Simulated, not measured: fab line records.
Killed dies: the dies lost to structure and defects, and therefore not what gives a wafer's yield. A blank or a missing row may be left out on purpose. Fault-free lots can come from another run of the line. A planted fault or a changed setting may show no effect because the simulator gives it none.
fab line records -- flow n5Finfet
record lots=5, wafers=15, lastDay=17
route steps=1938 shown BEOL_M4@1099 BEOL_M5@1112 BEOL_M13@1710 PASSIVATION@1936
lots with no fault: from the same line, run without faults
startH: hours from the record's first day to the start of the lot's first wafer shown -- waitH: time in hours since the lot's previous step -- " same as the row above -- L1.1+2: one row covering several wafers at once -- - no value present, or no start provided -- * or withheld: withheld -- < > ~ a bound
route shown NAME@n: NAME is a module with steps in the file, n the number in the route of the first one -- usual: mean/standard deviation taken from wafers without a fault -- same: alike in all rows -- chamber/n: place in a boat -- sites: per-site readings -- _std_site: the values' standard deviation -- _edge_site: mean of outer sites minus mean of inner sites -- radiusMm: how far each site lies from the wafer's centre -- mask NAME#n: copy n -- behind: the last tool/chamber to shape the wafer -- hold: what put the lot on hold/how long, in hours/how the hold closed -- device: names the non-switching transistor (n, p or np) -- end of line: tests run on the same wafers once the route is complete -- for a step that has no rows: nothing shown but its recipe -- killed: the dies lost at the first sort to structure and to defects; this is not the yield of the wafer -- map: a wafer's dies, marking killed ones x, the rest . and places with no die _
set.NAME: the setting as run; set.NAME@STEP: as run at that earlier step -- model.NAME: the simulator's own value behind a step, which no gauge read
a table for each step, a row for each wafer; lots at some steps of the route
services: a tool's chamber out of use, with start hour (startH, from the record's first day; less than 0 if before it), hours out, and reason
## steps
# step N5_BEOL_M4_ANNEAL_95
# recipe tempC=400, timeS=240, ambient=vacuum
# step N5_BEOL_M4_SPUTTER_96
# recipe material=Cu, targetThkA=45, tempC=-20, chamberPressurePa=0.07, powerW=withheld, timeS=8.29
# step N5_BEOL_M4_ECD_50
# recipe material=Cu, targetThkA=3000
# step N5_BEOL_M4_ANNEAL_51
# recipe tempC=225, timeS=90, ambient=N2
# step N5_BEOL_M4_CMP_52
# recipe stopOn=SiOC, tOverpolishS=6.8, downForcePsi=1, platenRpm=50, clearingPlatenDownForcePsi=1.5, clearingPlatenRpm=50, postCmpClean=cuAlkaline, targetThkNm=40, clearingPlatenPadVelocityMS=0.99484, padVelocityMS=0.99484
# step N5_BEOL_M4_PRE_CLEAN_60
# recipe gas=NH3/H2, timeS=15, tempC=*, rfPowerW=300
# step N5_BEOL_M4_CO_CAP_55
# recipe material=Co, targetThkA=20, tempC=200, precursor=CCTBA/H2, pressureTorr=30, timeS=102.1
# step N5_BEOL_M4_PRE_CLEAN_56
# recipe gas=NH3, timeS=15, tempC=withheld, rfPowerW=300
# step N5_BEOL_M4_DEP_57
# recipe material=SiCN, targetThkA=80, tempC=withheld, precursor=3MS/NH3, pressureTorr=3, rfW=202, timeS=14
# step N5_BEOL_M4_RC_MEAS_101
# usual DIBL_N=36.0/2, DIBL_P=35.9/2.5, IOFF_N=0.16/0.038, IOFF_P=0.21/0.04, ION_N=675/14, ION_P=462/9.4, SS_N=71.5/0.75, SS_P=73.2/0.74, VT_N=250/3.9, VT_P=-251/3.2
lot.wafer,tool,chamber,startH,waitH,DIBL_N[mV/V],DIBL_P[mV/V],IOFF_N[nA/um],IOFF_P[nA/um],ION_N[uA/um],ION_P[uA/um],SS_N[mV/dec],SS_P[mV/dec],VT_N[mV],VT_P[mV]
L877.3,prober-01,0,166.93,0.3,34.9,34.4,0.14,0.17,668,454,71.1,72.1,249,-252
L877.5,prober-01,0,166.93,0.3,36.7,35.1,0.18,0.19,684,460,71.7,73.0,246,-255
L877.6,prober-01,0,166.93,0.3,36.6,36.2,0.18,0.21,681,463,71.0,72.8,245,-250
L881.3,prober-01,0,197.43,0.3,39.6,40.5,0.21,0.26,679,463,72.7,73.6,247,-250
L881.4,prober-01,0,197.43,0.3,35.5,36.5,0.13,0.19,644,446,70.8,73.6,255,-254
L881.5,prober-01,0,197.43,0.3,38.2,37.5,0.19,0.20,671,452,72.4,74.1,249,-255
L895.2,prober-02,0,272.91,0.2,39.4,38.9,0.21,0.26,692,467,72.4,73.6,244,-247
L895.3,prober-02,0,272.91,0.2,36.2,35.8,0.14,0.20,678,467,71.9,72.8,251,-249
L895.5,prober-02,0,272.91,0.2,40.1,41.3,0.23,0.30,697,476,71.4,73.6,244,-247
L897.1,prober-01,0,276.56,0.0,35.5,36.7,0.14,0.21,681,474,70.7,73.0,253,-249
L897.4,prober-01,0,276.56,0.0,36.1,37.4,0.15,0.21,677,469,71.4,73.4,250,-250
L897.6,prober-01,0,276.56,0.0,34.8,36.1,0.13,0.19,671,464,71.2,73.0,255,-250
L900.2,prober-01,0,311.46,0.2,38.3,37.2,0.19,0.21,689,465,72.3,74.2,249,-253
L900.3,prober-01,0,311.46,0.2,38.4,37.9,0.19,0.23,675,459,72.2,74.6,250,-250
L900.6,prober-01,0,311.46,0.2,36.5,35.5,0.15,0.18,667,451,71.5,72.7,254,-251
# step N5_BEOL_M5_ILD_DEP_00
# recipe material=SiCOH_lowk, targetThkA=1406.4, tempC=300, precursor=DEMS/porogen, pressureTorr=5, rfW=500, timeS=25.9
# step N5_BEOL_M5_CURE_79
# recipe tempC=385, timeS=240, ambient=He/Ar, material=SiCOH_lowk
# step N5_BEOL_M5_PECVD_70
# recipe material=SiO2, targetThkA=160, tempC=400, precursor=TEOS/O2, pressureTorr=5.5, rfW=450, teosFlowSccm=53.8, gas=O2, flowSccm=3000, timeS=18
# step N5_BEOL_M5_HM_DEP_02
# recipe material=TiN, targetThkA=200, tempC=25, chamberPressurePa=0.49996
# step N5_BEOL_M5_COAT_59
# recipe resist=SOC, tempC=250, timeS=60, spinRpm=1500, resistThkNm=60
# step N5_BEOL_M5_COAT_60
# recipe resist=SiARC, tempC=220, timeS=60, spinRpm=1500, resistThkNm=12
# step N5_BEOL_M5_COAT_71
# recipe resist=underlayer, tempC=205, timeS=60, spinRpm=1500, resistThkNm=5
# step N5_BEOL_M5_COAT_05
# recipe resist=CAR-EUV, spinRpm=1500, resistThkNm=30
# step N5_BEOL_M5_EBR_07
# recipe solvent=PGMEA, ebrWidthMm=1.5
# step N5_BEOL_M5_SOFTBAKE_06
# recipe tempC=110, timeS=60, resist=CAR-EUV
# step N5_BEOL_M5_EXPOSE_08
# recipe maskId=M5, na=0.33, sourceShape=annular, sigmaInner=0.4, sigmaOuter=0.8, polarization=unpolarized, targetCdNm=28, doseMj=35.75
# step N5_BEOL_M5_PEB_09
# recipe pebTempC=100, pebTimeS=60, resist=CAR-EUV
# step N5_BEOL_M5_DEVELOP_10
# recipe developTimeS=30, developer=TMAH, resist=CAR-EUV, rinseLiquid=surfactantRinse, dry=airSpin, devTempC=23
# step N5_BEOL_M5_DESCUM_16
# recipe chemistry=O2, timeS=7, sourcePowerW=50, biasPowerW=20, pressureMtorr=20, rfFrequencyHz=2.712e+07, tempC=40, resist=CAR-EUV, o2FlowSccm=225
# step N5_BEOL_M5_ETCH_72
# recipe chemistry=N2/H2, target=underlayer, targetDepthA=65, maskMaterial=CAR-EUV, timeS=5.2, ionEnergyEv=200, pressureMtorr=30, sourceW=840, biasW=150, n2FlowSccm=200, h2FlowSccm=200, ends=cleared
# step N5_BEOL_M5_ETCH_61
# recipe chemistry=CF4, target=SiARC, targetDepthA=156, maskMaterial=CAR-EUV, timeS=26, ionEnergyEv=80, pressureMtorr=40, sourceW=545, biasW=36, Ar_flow_sccm=100, cf4FlowSccm=100, ends=cleared
# step N5_BEOL_M5_ETCH_62
# recipe chemistry=N2/H2, target=SOC, targetDepthA=750, overetchA=150, maskMaterial=SiARC, tempC=40, timeS=112.5, ionEnergyEv=200, pressureMtorr=30, sourceW=840, biasW=150, n2FlowSccm=200, h2FlowSccm=200
# step N5_BEOL_M5_STRIP_63
# recipe chemistry=N2/H2, tempC=40, n2FlowSccm=200, h2FlowSccm=200, rfFrequencyHz=6e+07
# step N5_BEOL_M5_STRIP_73
# recipe chemistry=N2/H2, tempC=40, n2FlowSccm=200, h2FlowSccm=200, rfFrequencyHz=6e+07
# step N5_BEOL_M5_STRIP_64
# recipe chemistry=CF4, resist=SiARC, powerW=300, biasPowerW=75, pressureMtorr=50, cf4FlowSccm=150, rfFrequencyHz=6e+07
# step N5_BEOL_M5_HM_OPEN_17
# recipe chemistry=Cl2/BCl3, targetDepthA=200, overetchA=60, target=TiN, maskMaterial=SOC, ionEnergyEv=150, pressureMtorr=10, icpW=1000, biasW=126, Cl2_flow_sccm=53.25, bcl3FlowSccm=21.75, Ar_flow_sccm=25
# step N5_BEOL_M5_STRIP_19
# recipe chemistry=O2, powerW=400, tempC=40, pressureMtorr=30, rfFrequencyHz=6e+07, biasPowerW=0, overashFraction=0.2, o2FlowSccm=225
# step N5_BEOL_M5_COAT_65
# recipe resist=SOC, tempC=250, timeS=60, spinRpm=1500, resistThkNm=60
# step N5_BEOL_M5_COAT_66
# recipe resist=SiARC, tempC=220, timeS=60, spinRpm=1500, resistThkNm=12
# step N5_BEOL_M13_CMP_49
# recipe stopOn=SiOC, tOverpolishS=17.1, downForcePsi=1, platenRpm=50, clearingPlatenDownForcePsi=1.5, clearingPlatenRpm=50, postCmpClean=cuAlkaline, targetThkNm=420, clearingPlatenPadVelocityMS=0.99484, padVelocityMS=0.99484
# usual barrierFieldEndpointS=30.8/1.1, clearingPlatenDownForcePsi=1.4998/0.0029, motorCurrentA=6.2/0.83, overpolishRunS=17.099/0.0079
lot.wafer,tool,chamber,startH,waitH,barrierFieldEndpointS,clearingPlatenDownForcePsi,motorCurrentA,overpolishRunS
L877.3,cmp-01,2,235.40,0.2,30.3,1.4926,5.3,17.089
L877.5,cmp-01,0,235.40,0.2,28.9,1.5000,6.4,17.104
L877.6,cmp-01,1,235.40,0.2,30.9,1.5054,7.8,17.090
L881.3,cmp-03,1,263.04,0.3,32.0,1.4978,5.4,17.077
L881.4,cmp-03,0,263.04,0.3,30.1,1.5008,7.9,17.094
L881.5,cmp-03,1,263.04,0.3,32.4,1.5019,5.2,17.107
L897.4,cmp-03,0,349.21,0.1,60.4,1.5054,7.7,1.274
L897.1,cmp-03,1,349.21,0.1,33.3,1.5017,5.2,17.108
L897.6,cmp-03,1,349.21,0.1,31.7,1.5023,5.3,17.088
L895.2,cmp-03,1,349.72,0.2,33.4,1.4951,5.2,17.100
L895.3,cmp-03,3,349.72,0.2,61.6,1.4966,5.8,0.075
L895.5,cmp-03,2,349.72,0.2,33.1,1.5036,6.0,17.098
L900.3,cmp-03,3,385.98,0.3,57.7,1.4944,5.7,3.942
L900.2,cmp-03,0,385.98,0.3,30.5,1.5014,7.9,17.091
L900.6,cmp-03,2,385.98,0.3,29.6,1.4969,6.0,17.103
# step N5_BEOL_M13_THK_MEAS_50
# recipe thkMeasGauge=xrf, reads=Cu_of_BEOL_M13_ECD_47
# usual M13_THK=434/10
lot.wafer,tool,chamber,startH,waitH,M13_THK[nm]
L877.3,filmMetro-01,-,235.62,-,437
L877.5,filmMetro-01,-,235.62,-,436
L877.6,filmMetro-01,-,235.62,-,440
L881.3,filmMetro-01,-,263.34,-,416
L881.4,filmMetro-01,-,263.34,-,416
L881.5,filmMetro-01,-,263.34,-,433
L897.1,filmMetro-01,-,349.50,-,439
L897.4,filmMetro-01,-,349.50,-,807
L897.6,filmMetro-01,-,349.50,-,435
L895.2,filmMetro-02,-,350.02,-,438
L895.3,filmMetro-02,-,350.02,-,799
L895.5,filmMetro-02,-,350.02,-,433
L900.2,filmMetro-01,-,386.20,-,436
L900.3,filmMetro-01,-,386.20,-,812
L900.6,filmMetro-01,-,386.20,-,449
# step N5_BEOL_M13_INSPECT_55
# recipe inspectInstrument=darkfield, mode=postDep
# usual rawDefectCount=76/22
lot.wafer,tool,chamber,startH,waitH,rawDefectCount
L877.3,defectInspect-01,-,235.78,0.0,74
L877.5,defectInspect-01,-,235.78,0.0,95
L877.6,defectInspect-01,-,235.78,0.0,38
L881.3,defectInspect-02,-,263.52,0.0,81
L881.4,defectInspect-02,-,263.52,0.0,49
L881.5,defectInspect-02,-,263.52,0.0,61
L897.1,defectInspect-01,-,349.66,0.0,74
L897.4,defectInspect-01,-,349.66,0.0,3141
L897.6,defectInspect-01,-,349.66,0.0,63
L895.2,defectInspect-02,-,350.17,0.0,97
L895.3,defectInspect-02,-,350.17,0.0,3169
L895.5,defectInspect-02,-,350.17,0.0,57
L900.2,defectInspect-02,-,386.35,0.0,74
L900.3,defectInspect-02,-,386.35,0.0,3186
L900.6,defectInspect-02,-,386.35,0.0,92
# step N5_PASSIVATION_PROBE_49
# usual defectLimitedYield=91.3/1.5, killed_at_M0_to_M3=33/12, killed_at_M4_up=15/5.2, killedAtContacts=12/5.1, killedAtFrontEnd=39/11, killedAtOther=5/3.6, killedDies=103/18, killedOnRim=14/4.3, killedOpen=67/13, killedShort=33/7.8, sort_bin_5_function=5.1/0.96, sort_bin_6_memory=3.2/0.71, sortNPass=1077/18, sortYieldPct=91.3/1.5
# same grossDies=1180, killedAtBackSide=0, sort_bin_4_leakage[%]=0, sort_bin_8_speed[%]=0
lot.wafer,tool,chamber,startH,waitH,defectLimitedYield[%],killed_at_M0_to_M3,killed_at_M4_up,killedAtContacts,killedAtFrontEnd,killedAtOther,killedDies,killedOnRim,killedOpen,killedShort,sort_bin_5_function[%],sort_bin_6_memory[%],sortNPass,sortYieldPct[%]
L877.3,prober-02,-,261.31,0.1,91.2,41,13,11,36,3,104,11,67,36,4.7,4.0,1076,91.2
L877.5,prober-02,-,261.41,0.2,93.8,29,7,8,29,0,73,5,44,29,2.9,3.0,1107,93.8
L877.6,prober-02,-,261.46,0.3,91.9,37,19,12,24,3,95,9,68,27,4.3,3.5,1085,91.9
L881.3,prober-01,-,292.22,0.1,92.9,24,13,14,29,4,84,13,57,23,4.2,2.7,1096,92.9
L881.4,prober-01,-,292.27,0.2,92.5,17,14,15,39,3,88,11,55,29,4.5,2.5,1092,92.5
L881.5,prober-01,-,292.32,0.2,93.2,24,20,3,30,3,80,7,54,22,3.9,2.7,1100,93.2
L897.1,prober-02,-,379.33,0.0,92.8,19,25,15,25,1,85,6,59,25,4.1,2.8,1095,92.8
L897.4,prober-02,-,379.48,0.2,0,28,1088,17,45,2,1180,152,72,35,5.2,3.9,0,0
L897.6,prober-02,-,379.58,0.3,92.7,34,12,14,26,0,86,10,60,25,4.9,2.3,1094,92.7
L895.2,prober-01,-,383.37,0.1,91.1,29,15,22,39,0,105,8,80,25,5.1,3.8,1075,91.1
L895.3,prober-01,-,383.42,0.2,0,51,1056,21,48,4,1180,152,106,31,6.6,4.9,0,0
L895.5,prober-01,-,383.52,0.3,90.3,40,16,9,47,3,115,19,70,34,5.9,2.7,1065,90.3
L900.2,prober-02,-,415.98,0.1,92.0,26,13,17,31,7,94,10,63,30,4.3,3.4,1086,92.0
L900.3,prober-02,-,416.03,0.1,0,27,1097,19,32,5,1180,152,73,25,4.7,3.0,0,0
# killed by level:class
L877.3 BEOL_M3:geometricParticle:open=13 MOL_CONTACT_COAG:geometricParticle:open=9 FIN_SAQP:geometricParticle:short=7 BEOL_M0_SAQP:geometricParticle:short=7 BEOL_M1:geometricParticle:open=7 BEOL_M4:geometricParticle:open=7 STI_FIN_REVEAL:geometricParticle:open=6 FIN_SAQP:geometricParticle:open=5
L877.5 BEOL_M2:geometricParticle:open=8 DUMMY_GATE:geometricParticle:open=5 BEOL_M3:geometricParticle:open=5 FIN_SAQP:geometricParticle:short=4 GATE_CUT:geometricParticle:short=4 MOL_CONTACT_COAG:geometricParticle:short=4 MOL_CONTACT_COAG:geometricParticle:open=4 FIN_SAQP:geometricParticle:open=3
L877.6 BEOL_M4:geometricParticle:open=11 MOL_CONTACT_COAG:geometricParticle:open=9 BEOL_M0:geometricParticle:open=9 BEOL_M2:geometricParticle:open=8 STI_FIN_REVEAL:geometricParticle:open=6 DUMMY_GATE:geometricParticle:open=6 BEOL_M3:geometricParticle:open=6 BEOL_M5:geometricParticle:open=4
L881.3 BEOL_M1:geometricParticle:open=12 MOL_CONTACT_COAG:geometricParticle:open=9 FIN_SAQP:geometricParticle:open=8 MOL_CONTACT_COAG:geometricParticle:short=5 BEOL_M5:geometricParticle:open=5 DUMMY_GATE:geometricParticle:open=4 FIN_SAQP:geometricParticle:short=3 BEOL_M4:geometricParticle:open=3
L881.4 MOL_CONTACT_COAG:geometricParticle:open=12 FIN_SAQP:geometricParticle:open=11 FIN_SAQP:geometricParticle:short=7 STI_FIN_REVEAL:geometricParticle:open=7 BEOL_M4:geometricParticle:open=6 BEOL_M1:geometricParticle:open=5 MOL_CONTACT_COAG:geometricParticle:short=3 BEOL_M0_SAQP:geometricParticle:short=3
L881.5 FIN_SAQP:geometricParticle:open=8 BEOL_M5:geometricParticle:open=8 BEOL_M2:geometricParticle:open=6 FIN_SAQP:geometricParticle:short=5 BEOL_M1:geometricParticle:open=5 BEOL_M7:geometricParticle:open=5 BEOL_M3:geometricParticle:open=4 STI_FIN_REVEAL:geometricParticle:open=3
L897.1 MOL_CONTACT_COAG:geometricParticle:open=12 BEOL_M4:geometricParticle:open=10 GATE_CUT:geometricParticle:short=8 STI_FIN_REVEAL:geometricParticle:open=6 BEOL_M1:geometricParticle:open=6 BEOL_M2:geometricParticle:open=4 ILD0:geometricParticle:open=3 MOL_CONTACT_COAG:geometricParticle:short=3
L897.4 BEOL_M13:areaCmp=1073 MOL_CONTACT_COAG:geometricParticle:open=15 BEOL_M1:geometricParticle:open=14 BEOL_M4:geometricParticle:open=9 GATE_CUT:geometricParticle:short=8 FIN_SAQP:geometricParticle:short=6 STI_FIN_REVEAL:geometricParticle:open=6 STARTING-WAFER:geometricParticle:short=6
L897.6 MOL_CONTACT_COAG:geometricParticle:open=13 BEOL_M2:geometricParticle:open=10 BEOL_M1:geometricParticle:open=9 BEOL_M0_SAQP:geometricParticle:open=7 BEOL_M4:geometricParticle:open=6 STARTING-WAFER:geometricParticle:short=6 DUMMY_GATE:geometricParticle:open=4 GATE_CUT:geometricParticle:short=4
L895.2 MOL_CONTACT_COAG:geometricParticle:open=18 FIN_SAQP:geometricParticle:open=13 STI_FIN_REVEAL:geometricParticle:open=11 BEOL_M0_SAQP:geometricParticle:open=6 BEOL_M0_SAQP:geometricParticle:short=6 BEOL_M3:geometricParticle:open=5 BEOL_M5:geometricParticle:open=5 MOL_CONTACT_COAG:geometricParticle:short=4
L895.3 BEOL_M13:areaCmp=1040 STI_FIN_REVEAL:geometricParticle:open=17 MOL_CONTACT_COAG:geometricParticle:open=16 FIN_SAQP:geometricParticle:open=11 BEOL_M3:geometricParticle:open=11 BEOL_M0_SAQP:geometricParticle:open=9 BEOL_M1:geometricParticle:open=9 FIN_SAQP:geometricParticle:short=8
L895.5 FIN_SAQP:geometricParticle:open=10 FIN_SAQP:geometricParticle:short=9 HKMG_FIN:areaEtch=9 BEOL_M3:geometricParticle:open=8 MOL_CONTACT_COAG:geometricParticle:open=7 BEOL_M2:geometricParticle:open=7 BEOL_M0_SAQP:geometricParticle:open=6 BEOL_M0:geometricParticle:open=5
L900.2 MOL_CONTACT_COAG:geometricParticle:open=15 FIN_SAQP:geometricParticle:short=9 FIN_SAQP:geometricParticle:open=8 STARTING-WAFER:geometricParticle:short=5 BEOL_M0_SAQP:geometricParticle:open=5 BEOL_M3:geometricParticle:open=5 BEOL_M0_SAQP:geometricParticle:short=4 BEOL_M1:geometricParticle:open=4
L900.3 BEOL_M13:areaCmp=1082 MOL_CONTACT_COAG:geometricParticle:open=15 BEOL_M3:geometricParticle:open=14 FIN_SAQP:geometricParticle:open=9 STI_FIN_REVEAL:geometricParticle:open=7 BEOL_M0_SAQP:geometricParticle:open=7 BEOL_M4:geometricParticle:open=7 FIN_SAQP:geometricParticle:short=6
# map L895.3 (x killed, . not)
_________________xxxxxxxxxxxx________________
______________xxxxxxxxxxxxxxxxxx_____________
___________xxxxxxxxxxxxxxxxxxxxxxxx__________
__________xxxxxxxxxxxxxxxxxxxxxxxxxx_________
________xxxxxxxxxxxxxxxxxxxxxxxxxxxxxx_______
_______xxxxxxxxxxxxxxxxxxxxxxxxxxxxxxxx______
______xxxxxxxxxxxxxxxxxxxxxxxxxxxxxxxxxx_____
_____xxxxxxxxxxxxxxxxxxxxxxxxxxxxxxxxxxxx____
____xxxxxxxxxxxxxxxxxxxxxxxxxxxxxxxxxxxxxx___
___xxxxxxxxxxxxxxxxxxxxxxxxxxxxxxxxxxxxxxxx__
___xxxxxxxxxxxxxxxxxxxxxxxxxxxxxxxxxxxxxxxx__
__xxxxxxxxxxxxxxxxxxxxxxxxxxxxxxxxxxxxxxxxxx_
__xxxxxxxxxxxxxxxxxxxxxxxxxxxxxxxxxxxxxxxxxx_
_xxxxxxxxxxxxxxxxxxxxxxxxxxxxxxxxxxxxxxxxxxxx
_xxxxxxxxxxxxxxxxxxxxxxxxxxxxxxxxxxxxxxxxxxxx
_xxxxxxxxxxxxxxxxxxxxxxxxxxxxxxxxxxxxxxxxxxxx
_xxxxxxxxxxxxxxxxxxxxxxxxxxxxxxxxxxxxxxxxxxxx
_xxxxxxxxxxxxxxxxxxxxxxxxxxxxxxxxxxxxxxxxxxxx
_xxxxxxxxxxxxxxxxxxxxxxxxxxxxxxxxxxxxxxxxxxxx
_xxxxxxxxxxxxxxxxxxxxxxxxxxxxxxxxxxxxxxxxxxxx
_xxxxxxxxxxxxxxxxxxxxxxxxxxxxxxxxxxxxxxxxxxxx
__xxxxxxxxxxxxxxxxxxxxxxxxxxxxxxxxxxxxxxxxxx_
__xxxxxxxxxxxxxxxxxxxxxxxxxxxxxxxxxxxxxxxxxx_
___xxxxxxxxxxxxxxxxxxxxxxxxxxxxxxxxxxxxxxxx__
___xxxxxxxxxxxxxxxxxxxxxxxxxxxxxxxxxxxxxxxx__
____xxxxxxxxxxxxxxxxxxxxxxxxxxxxxxxxxxxxxx___
_____xxxxxxxxxxxxxxxxxxxxxxxxxxxxxxxxxxxx____
______xxxxxxxxxxxxxxxxxxxxxxxxxxxxxxxxxx_____
_______xxxxxxxxxxxxxxxxxxxxxxxxxxxxxxxx______
________xxxxxxxxxxxxxxxxxxxxxxxxxxxxxx_______
__________xxxxxxxxxxxxxxxxxxxxxxxxxx_________
___________xxxxxxxxxxxxxxxxxxxxxxxx__________
______________xxxxxxxxxxxxxxxxxx_____________
_________________xxxxxxxxxxxx________________
# map L897.4 (x killed, . not)
_________________xxxxxxxxxxxx________________
______________xxxxxxxxxxxxxxxxxx_____________
___________xxxxxxxxxxxxxxxxxxxxxxxx__________
__________xxxxxxxxxxxxxxxxxxxxxxxxxx_________
________xxxxxxxxxxxxxxxxxxxxxxxxxxxxxx_______
_______xxxxxxxxxxxxxxxxxxxxxxxxxxxxxxxx______
______xxxxxxxxxxxxxxxxxxxxxxxxxxxxxxxxxx_____
_____xxxxxxxxxxxxxxxxxxxxxxxxxxxxxxxxxxxx____
____xxxxxxxxxxxxxxxxxxxxxxxxxxxxxxxxxxxxxx___
___xxxxxxxxxxxxxxxxxxxxxxxxxxxxxxxxxxxxxxxx__
___xxxxxxxxxxxxxxxxxxxxxxxxxxxxxxxxxxxxxxxx__
__xxxxxxxxxxxxxxxxxxxxxxxxxxxxxxxxxxxxxxxxxx_
__xxxxxxxxxxxxxxxxxxxxxxxxxxxxxxxxxxxxxxxxxx_
_xxxxxxxxxxxxxxxxxxxxxxxxxxxxxxxxxxxxxxxxxxxx
_xxxxxxxxxxxxxxxxxxxxxxxxxxxxxxxxxxxxxxxxxxxx
_xxxxxxxxxxxxxxxxxxxxxxxxxxxxxxxxxxxxxxxxxxxx
_xxxxxxxxxxxxxxxxxxxxxxxxxxxxxxxxxxxxxxxxxxxx
_xxxxxxxxxxxxxxxxxxxxxxxxxxxxxxxxxxxxxxxxxxxx
_xxxxxxxxxxxxxxxxxxxxxxxxxxxxxxxxxxxxxxxxxxxx
_xxxxxxxxxxxxxxxxxxxxxxxxxxxxxxxxxxxxxxxxxxxx
_xxxxxxxxxxxxxxxxxxxxxxxxxxxxxxxxxxxxxxxxxxxx
__xxxxxxxxxxxxxxxxxxxxxxxxxxxxxxxxxxxxxxxxxx_
__xxxxxxxxxxxxxxxxxxxxxxxxxxxxxxxxxxxxxxxxxx_
___xxxxxxxxxxxxxxxxxxxxxxxxxxxxxxxxxxxxxxxx__
___xxxxxxxxxxxxxxxxxxxxxxxxxxxxxxxxxxxxxxxx__
____xxxxxxxxxxxxxxxxxxxxxxxxxxxxxxxxxxxxxx___
_____xxxxxxxxxxxxxxxxxxxxxxxxxxxxxxxxxxxx____
______xxxxxxxxxxxxxxxxxxxxxxxxxxxxxxxxxx_____
_______xxxxxxxxxxxxxxxxxxxxxxxxxxxxxxxx______
________xxxxxxxxxxxxxxxxxxxxxxxxxxxxxx_______
__________xxxxxxxxxxxxxxxxxxxxxxxxxx_________
___________xxxxxxxxxxxxxxxxxxxxxxxx__________
______________xxxxxxxxxxxxxxxxxx_____________
_________________xxxxxxxxxxxx________________
## services
tool,chamber,startH,hours,kind
cmp-03,-,220.39,0.8,repair
cmp-01,-,248.37,4.8,pm
cmp-01,-,277.89,4.0,pm
cmp-01,-,281.89,-,consumableReplace:conditioner
cmp-01,-,281.89,-,consumableReplace:pad
cmp-03,-,297.69,2.2,repair
cmp-01,-,355.90,3.3,repair
cmp-01,-,372.75,1.6,repair
## key
firstSign step=N5_BEOL_M13_CMP_49, reading=overpolishRunS, direction=down, sigmas=99+, usual=17.099, struck=1.764
effect step=N5_BEOL_M13_CMP_49, reading=barrierFieldEndpointS, direction=up, sigmas=26, usual=30.8, struck=59.9
effect step=N5_BEOL_M13_THK_MEAS_50, reading=M13_THK, direction=up, sigmas=36, usual=434, struck=806
effect step=N5_BEOL_M13_INSPECT_55, reading=rawDefectCount, direction=up, sigmas=99+, usual=76, struck=3165
effect step=N5_PASSIVATION_PROBE_49, reading=killed_at_M4_up, direction=up, sigmas=99+, usual=15, struck=1080
moreKillsBornAt N5_BEOL_M13_CMP_49@cmp-03=3195
metAt N5_BEOL_M13_CMP_49
struckWafers L895.3,L897.4,L900.3
laterRowsLeftOut L895.3,L897.4,L900.3
onsetBetween 263.04 349.21
fault kind=processParameterDrift, tool=cmp-03, chamber=-, onsetH=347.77, steps=N5_BEOL_M13_CMP_49, channel=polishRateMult, offset=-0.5, shape=step, endH=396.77, scope=struckWafersOnly
# laterRowsLeftOut: the simulator's readings of these wafers behind a module that went badly wrong aren't trusted and aren't shown, but for the sort
